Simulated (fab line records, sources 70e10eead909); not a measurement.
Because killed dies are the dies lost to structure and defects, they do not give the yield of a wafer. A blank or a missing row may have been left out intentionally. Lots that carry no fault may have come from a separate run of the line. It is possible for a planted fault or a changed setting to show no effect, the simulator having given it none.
Chamber matching -- flow nandHarc -- 3 sister chambers for NHARC_A_SGD_CUT_DEP_00 on pecvd-04
The step deposits SiNx, target thk 50 nm. 6 wafers are shown with their chamber, then 8 later ones without.

## EACH WAFER AND ITS CHAMBER
wafer,chamber,heaterPowerOuterW (W),heaterPowerW (W)
L532.5,0,370,622
L530.4,0,410,657
L530.5,1,501,779
L544.4,2,477,750
L544.6,1,487,712
L542.2,2,434,701

## WAFERS MISSING THEIR CHAMBER
wafer,heaterPowerOuterW (W),heaterPowerW (W)
L542.3,444,670
L542.5,449,665
L545.1,493,754
L545.2,405,645
L545.4,521,749
L543.4,336,580
L543.5,404,633
L543.6,444,704

## THE CHAMBER EACH PASSED THROUGH
wafer,from the rows above,in truth
L542.3,can't be placed: 2 or 0 or 1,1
L542.5,can't be placed: 2 or 0 or 1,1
L545.1,can't be placed: 1 or 2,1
L545.2,0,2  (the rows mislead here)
L545.4,can't be placed: 1 or 2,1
L543.4,0,0
L543.5,0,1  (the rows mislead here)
L543.6,can't be placed: 2 or 1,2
Correct placement for 1 of the 8. Can't be placed from these rows: 5 (the true chamber is among the candidates in 5). Placed wrongly: 2.
How it was worked out, from the rows above alone: a wafer's distance from a chamber is the root of the sum, over the readings, of the square of ((its reading less the chamber's mean) divided by the reading's scatter). The wafer belongs to the nearest chamber; if the next one is less than 2 further off, it can't be placed. For every chamber, the mean is computed from those of its wafers that are shown. The scatter: take each reading less its chamber's mean, square it, sum over the shown wafers, divide by the number of wafers less the number of chambers, and take the root.
